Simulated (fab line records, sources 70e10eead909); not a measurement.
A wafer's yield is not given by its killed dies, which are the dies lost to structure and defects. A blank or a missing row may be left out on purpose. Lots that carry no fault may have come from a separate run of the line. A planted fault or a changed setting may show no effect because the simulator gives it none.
Code-filled problem report in 8D (eight disciplines) form + flow nandHarc + the parts of the form that need people (team, actions taken, sign-off) are left out

== 1. WHAT IS WRONG ==
At NHARC_END_SORT_01, killedAtArray averages 672 over 2 wafers from 2 lots, while fault-free wafers read 58, standard deviation 20. That is +31 standard deviations from the usual mean.
The first sign was on wafer L458.1 at day 28 09:01, on prober-02. At this step, 9 wafers from 3 lots have a number in the record. Rule for "out", or "out of limits": more than 4 standard deviations from the usual mean. Any other wafer with a number is counted as sound.

== 2. WHAT IT IS, WHAT IT ISN'T ==
| question                    | is                                            | is not                                                                         |
|-----------------------------|-----------------------------------------------|--------------------------------------------------------------------------------|
| which readings at this step | killedAtArray, defectLimitedYield, killedDies | killedAtOther, killedAtPeriphery, killedOpen, killedShort                      |
| which lots                  | L458, L462                                    | L466                                                                           |
| which wafers of those lots  | L458.1, L462.6                                | L458.2, L458.5, L462.3, L462.4                                                 |
| read on which gauges        | prober-02                                     | prober-01                                                                      |
| when                        | from day 28 09:01                             | up to then (0 sound wafers); but 7 sound wafers of L458, L462, L466 came after |

== 3. THE SUSPECTS, EACH WITH WHAT RULES IT OUT ==
Counting: any tool at a process step up to the reading remains a suspect provided it ran every lot that is out. Sound lots after the first of them don't rule it out here, since some wafers of a struck lot are sound.
- the gauge at NHARC_END_SORT_01: kept. All the wafers that are out were read on prober-02, and no step on other tools shows them out.
- ecdCu-02 at NHARC_A_BONDPAD_ECD_18 (material Cu, target thk 400 nm): kept. It ran every lot that is out, first L458 (day 27 00:11).
- plasmaAsher-01 at NHARC_THIN_TSV_STRIP_62 (strips in N2/H2, time 20 s): kept. It ran every lot that is out, first L458 (day 27 20:45).
ecdCu-02 at NHARC_A_BONDPAD_ECD_18, plasmaAsher-01 at NHARC_THIN_TSV_STRIP_62 and prober-02 at NHARC_END_SORT_01 are what is left after counting.

== 4. THE CAUSE (what the simulator had put in) ==
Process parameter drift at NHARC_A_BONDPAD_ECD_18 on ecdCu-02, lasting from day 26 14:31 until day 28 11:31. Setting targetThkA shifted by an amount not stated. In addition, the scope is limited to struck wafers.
After counting, 3 suspects remain, this tool included.

== 5. THE EFFECT CHAIN, in route order ==
Rows list readings where the struck wafers' mean (over those with a number) sits beyond 3 standard deviations from the usual. Scope: only readings with a usual standard deviation given in the record; hours: median across lots of the time from each lot's start at the first step in this table that gives one to its start at this step; sigmas: change in usual standard deviations.
| hours | step              | reading            | usual  | on struck wafers | change | sigmas |
|-------|-------------------|--------------------|--------|------------------|--------|--------|
| 0     | NHARC_END_SORT_01 | defectLimitedYield | 90.7 % | 0.0              | -90.7  | -30    |
| 0     | NHARC_END_SORT_01 | killedAtArray      | 58     | 672              | +614   | +31    |
| 0     | NHARC_END_SORT_01 | killedDies         | 63     | 677              | +614   | +31    |

== 6. HOW IT WOULD HAVE BEEN CAUGHT EARLIER ==
The first out-of-limits reading at a measuring or inspecting step in this record came at day 28 09:01, 42 hours after the fault's start at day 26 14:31.
By day 28 09:01 the whole set of lots that are out, 2 in number, had already begun NHARC_A_BONDPAD_ECD_18 on ecdCu-02. Had the tool been put on hold then, not one of them would have been saved.
